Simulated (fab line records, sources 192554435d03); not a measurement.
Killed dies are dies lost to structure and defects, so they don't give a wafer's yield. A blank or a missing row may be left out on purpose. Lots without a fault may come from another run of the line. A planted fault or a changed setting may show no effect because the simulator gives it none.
Chamber matching | flow n5_finfet | N5_BEOL_M0_SAQP_SPACER2_ALD_26 on ald_sin-02: 4 sister chambers
The step deposits SiO2, target thk 15 nm, pulse time 1 s, purge time 2 s. 8 wafers are shown with their chamber, then 8 later ones without.

WAFERS WITH THEIR CHAMBER
wafer  | chamber | heater_power_w (W) | precursor_pulse_height_rel
L084.1 | 2       | 389                | 0.968
L084.3 | 0       | 535                | 0.976
L086.1 | 1       | 466                | 0.999
L086.5 | 3       | 413                | 1.022
L088.3 | 3       | 399                | 0.996
L088.5 | 1       | 465                | 1.046
L088.6 | 0       | 530                | 0.979
L091.1 | 2       | 401                | 0.982

WAFERS WITHOUT THEIR CHAMBER
wafer  | heater_power_w (W) | precursor_pulse_height_rel
L091.2 | 409                | 1.029
L091.6 | 402                | 1.018
L092.1 | 388                | 0.980
L092.2 | 542                | 0.989
L092.3 | 469                | 0.976
L093.1 | 406                | 0.980
L093.2 | 466                | 1.019
L093.3 | 552                | 1.015

WHICH CHAMBER EACH WENT THROUGH
wafer  | from the rows above     | in truth
L091.2 | 3                       | 3
L091.6 | can't be placed: 3 or 2 | 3
L092.1 | can't be placed: 2 or 3 | 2
L092.2 | 0                       | 0
L092.3 | 1                       | 1
L093.1 | can't be placed: 3 or 2 | 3
L093.2 | 1                       | 1
L093.3 | 0                       | 0
Placed correctly: 5 of 8. Can't be placed from these rows: 3 (the true chamber is among the candidates in 3). Placed wrongly: 0.
How it was worked out, from the rows above alone: a wafer's distance from a chamber is the root of the sum, over the readings, of the square of ((its reading less the chamber's mean) divided by the reading's scatter). The wafer belongs to the nearest chamber; if the next one is less than 2 further off, it can't be placed. A chamber's mean is the mean of its shown wafers. The scatter: the root of (the sum of the squares of (reading less its chamber's mean) over the shown wafers, divided by (wafers less chambers)).
